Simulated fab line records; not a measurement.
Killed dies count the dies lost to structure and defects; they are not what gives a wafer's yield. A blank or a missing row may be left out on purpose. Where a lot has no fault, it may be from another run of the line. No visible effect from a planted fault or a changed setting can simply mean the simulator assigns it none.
Matching of chambers / flow nand_harc / NHARC_P_M0_ETCH_34 on rie_diel-12: 4 sister chambers
The step etches the open film in N2/H2, target depth 40 nm, overetch 12 nm, time 43.94 s. 4 wafers are shown with their chamber, then 12 later ones without.

## EACH WAFER AND ITS CHAMBER
wafer=L089.5; chamber=0; drypump_motor_current_A (A)=5.8
wafer=L092.3; chamber=3; drypump_motor_current_A (A)=5.8
wafer=L092.5; chamber=2; drypump_motor_current_A (A)=5.2
wafer=L092.6; chamber=1; drypump_motor_current_A (A)=6.3

## WAFERS WITHOUT THEIR CHAMBER
wafer=L094.1; drypump_motor_current_A (A)=5.8
wafer=L094.2; drypump_motor_current_A (A)=5.2
wafer=L094.3; drypump_motor_current_A (A)=5.8
wafer=L096.2; drypump_motor_current_A (A)=6.2
wafer=L096.4; drypump_motor_current_A (A)=5.8
wafer=L096.5; drypump_motor_current_A (A)=6.2
wafer=L095.2; drypump_motor_current_A (A)=5.2
wafer=L095.4; drypump_motor_current_A (A)=5.8
wafer=L095.5; drypump_motor_current_A (A)=5.2
wafer=L097.1; drypump_motor_current_A (A)=5.8
wafer=L097.5; drypump_motor_current_A (A)=6.3
wafer=L097.6; drypump_motor_current_A (A)=5.8

## WHICH CHAMBER EACH WENT THROUGH
wafer=L094.1; from the rows above=can't be placed: 0 or 3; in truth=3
wafer=L094.2; from the rows above=2; in truth=2
wafer=L094.3; from the rows above=can't be placed: 0 or 3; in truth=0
wafer=L096.2; from the rows above=1; in truth=1
wafer=L096.4; from the rows above=can't be placed: 0 or 3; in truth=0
wafer=L096.5; from the rows above=1; in truth=1
wafer=L095.2; from the rows above=2; in truth=2
wafer=L095.4; from the rows above=can't be placed: 0 or 3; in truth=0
wafer=L095.5; from the rows above=2; in truth=2
wafer=L097.1; from the rows above=can't be placed: 0 or 3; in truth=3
wafer=L097.5; from the rows above=1; in truth=1
wafer=L097.6; from the rows above=can't be placed: 0 or 3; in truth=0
Correct placement for 6 of the 12. Can't be placed from these rows: 6 (the true chamber is among the candidates in 6). Number placed wrongly: 0.
How it was worked out, from the rows above alone: a wafer's distance from a chamber is the root of the sum, over the readings, of the square of ((its reading less the chamber's mean) divided by the reading's scatter). The wafer belongs to the nearest chamber; if the next one is less than 2 further off, it can't be placed. A chamber's mean is the mean of its shown wafers. The scatter (one wafer shown for each chamber): square how far every hidden wafer sits from the nearest shown wafer, average those squares and take the square root.
